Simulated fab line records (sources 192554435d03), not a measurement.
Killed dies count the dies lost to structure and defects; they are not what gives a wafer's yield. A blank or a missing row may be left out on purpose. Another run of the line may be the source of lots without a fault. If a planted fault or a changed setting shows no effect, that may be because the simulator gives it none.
Chamber matching || flow n5 finfet || 3 sister chambers for N5_BEOL_M11_DEP_56 on pecvd-04
The step deposits SiCN from 3MS/NH3, target thk 30 nm, time 10.5 s. 6 wafers are shown with their chamber, then 9 later ones without.

== WAFERS PAIRED WITH THEIR CHAMBERS ==
{"wafer": "L077.2", "chamber": 0, "throttle valve pct (%)": 18.6, "showerhead plenum p Torr (Torr)": 4.171}
{"wafer": "L080.5", "chamber": 2, "throttle valve pct (%)": 16.9, "showerhead plenum p Torr (Torr)": 4.177}
{"wafer": "L080.6", "chamber": 0, "throttle valve pct (%)": 18.7, "showerhead plenum p Torr (Torr)": 4.163}
{"wafer": "L083.2", "chamber": 1, "throttle valve pct (%)": 18.6, "showerhead plenum p Torr (Torr)": 4.135}
{"wafer": "L083.5", "chamber": 2, "throttle valve pct (%)": 17.3, "showerhead plenum p Torr (Torr)": 4.180}
{"wafer": "L083.6", "chamber": 1, "throttle valve pct (%)": 18.9, "showerhead plenum p Torr (Torr)": 4.133}

== WAFERS WITH NO CHAMBER GIVEN ==
{"wafer": "L086.1", "throttle valve pct (%)": 17.2, "showerhead plenum p Torr (Torr)": 4.184}
{"wafer": "L086.2", "throttle valve pct (%)": 18.9, "showerhead plenum p Torr (Torr)": 4.133}
{"wafer": "L086.3", "throttle valve pct (%)": 18.8, "showerhead plenum p Torr (Torr)": 4.171}
{"wafer": "L093.1", "throttle valve pct (%)": 17.4, "showerhead plenum p Torr (Torr)": 4.184}
{"wafer": "L093.3", "throttle valve pct (%)": 18.6, "showerhead plenum p Torr (Torr)": 4.141}
{"wafer": "L093.6", "throttle valve pct (%)": 17.1, "showerhead plenum p Torr (Torr)": 4.180}
{"wafer": "L094.2", "throttle valve pct (%)": 17.5, "showerhead plenum p Torr (Torr)": 4.173}
{"wafer": "L094.3", "throttle valve pct (%)": 19.0, "showerhead plenum p Torr (Torr)": 4.167}
{"wafer": "L094.5", "throttle valve pct (%)": 18.9, "showerhead plenum p Torr (Torr)": 4.163}

== CHAMBER TAKEN BY EACH ==
{"wafer": "L086.1", "from the rows above": 2, "in truth": 2}
{"wafer": "L086.2", "from the rows above": 1, "in truth": 1}
{"wafer": "L086.3", "from the rows above": 0, "in truth": 0}
{"wafer": "L093.1", "from the rows above": 2, "in truth": 2}
{"wafer": "L093.3", "from the rows above": 1, "in truth": 1}
{"wafer": "L093.6", "from the rows above": 2, "in truth": 2}
{"wafer": "L094.2", "from the rows above": 2, "in truth": 2}
{"wafer": "L094.3", "from the rows above": 0, "in truth": 0}
{"wafer": "L094.5", "from the rows above": 0, "in truth": 0}
9 of 9 placed correctly. Not placeable from these rows: 0. 0 placed wrongly.
How it was worked out, from the rows above alone: a wafer's distance from a chamber is the root of the sum, over the readings, of the square of ((its reading less the chamber's mean) divided by the reading's scatter). The wafer belongs to the nearest chamber; if the next one is less than 2 further off, it can't be placed. The mean given for a chamber averages the wafers shown for that chamber. The scatter: take each reading less its chamber's mean, square it, sum over the shown wafers, divide by the number of wafers less the number of chambers, and take the root.
